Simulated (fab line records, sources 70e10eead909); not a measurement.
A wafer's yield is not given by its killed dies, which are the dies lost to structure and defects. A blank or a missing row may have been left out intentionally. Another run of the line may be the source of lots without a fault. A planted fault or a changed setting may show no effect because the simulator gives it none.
Matching of chambers	flow nand harc	4 sister chambers for NHARC_A_CONTACT_DESCUM_47 on rie diel-11
The step chemistry O2, time 3 s. 27 wafers are shown with their chamber, then 12 later ones without.

WAFERS, EACH WITH ITS CHAMBER
wafer	chamber	showerhead plenum p Torr (Torr)	drypump motor current A (A)	oes product au (a.u.)
L079.1	3	1.81	5.12	1.000
L079.4	1	1.86	5.77	1.019
L079.5	2	1.88	5.20	1.001
L079.2	0	1.77	5.62	1.017
L079.3	2	1.88	5.21	1.002
L079.6	1	1.86	5.77	1.013
L078.3	2	1.88	5.20	1.003
L078.5	2	1.88	5.18	0.995
L078.6	3	1.81	5.13	0.987
L080.1	2	1.88	5.23	0.994
L080.2	0	1.77	5.60	1.016
L080.6	3	1.81	5.12	1.013
L084.1	1	1.86	5.77	1.006
L084.4	0	1.77	5.61	1.017
L084.5	0	1.77	5.61	1.012
L085.1	2	1.88	5.22	1.012
L085.4	0	1.77	5.61	1.008
L085.5	0	1.77	5.58	1.004
L085.2	3	1.81	5.11	1.001
L085.3	1	1.86	5.77	0.992
L085.6	1	1.86	5.79	0.989
L088.1	0	1.77	5.60	0.989
L088.4	3	1.81	5.14	1.002
L088.5	3	1.81	5.14	0.998
L090.1	3	1.81	5.12	1.017
L090.3	2	1.88	5.19	1.007
L090.5	0	1.76	5.63	1.003

SIGNATURES (means of the wafers above)
reading	chamber 0	chamber 1	chamber 2	chamber 3	scatter within a chamber
showerhead plenum p Torr	1.7688	1.8600	1.8800	1.8100	0.00195
drypump motor current A	5.6075	5.7740	5.2043	5.1257	0.0139
oes product au	1.00825	1.00380	1.00200	1.00257	0.00967
Rule: a wafer's distance from a chamber is the root of the sum, over the readings, of the square of ((its reading less the chamber's mean) divided by the reading's scatter). The wafer belongs to the nearest chamber; if the next one is less than 2 further off, it can't be placed. The scatter: the root of (the sum of the squares of (reading less its chamber's mean) over the shown wafers, divided by (wafers less chambers)).

WAFERS WITH NO CHAMBER GIVEN
wafer	showerhead plenum p Torr (Torr)	drypump motor current A (A)	oes product au (a.u.)
L091.2	1.88	5.21	1.004
L091.3	1.86	5.77	0.999
L091.4	1.81	5.12	1.011
L092.1	1.76	5.62	1.004
L092.2	1.80	5.12	1.007
L092.4	1.85	5.77	0.989
L095.2	1.76	5.64	1.006
L095.3	1.85	5.78	0.985
L095.6	1.81	5.13	1.002
L097.2	1.87	5.20	1.002
L097.3	1.76	5.62	0.996
L097.5	1.80	5.11	0.996

EACH ONE'S CHAMBER
wafer	from the rows above	in truth
L091.2	2	2
L091.3	1	1
L091.4	3	3
L092.1	0	0
L092.2	3	3
L092.4	1	1
L095.2	0	0
L095.3	1	1
L095.6	3	3
L097.2	2	2
L097.3	0	0
L097.5	3	3
Correctly placed: 12 of 12. Number that these rows cannot place: 0. Placed wrongly: 0.
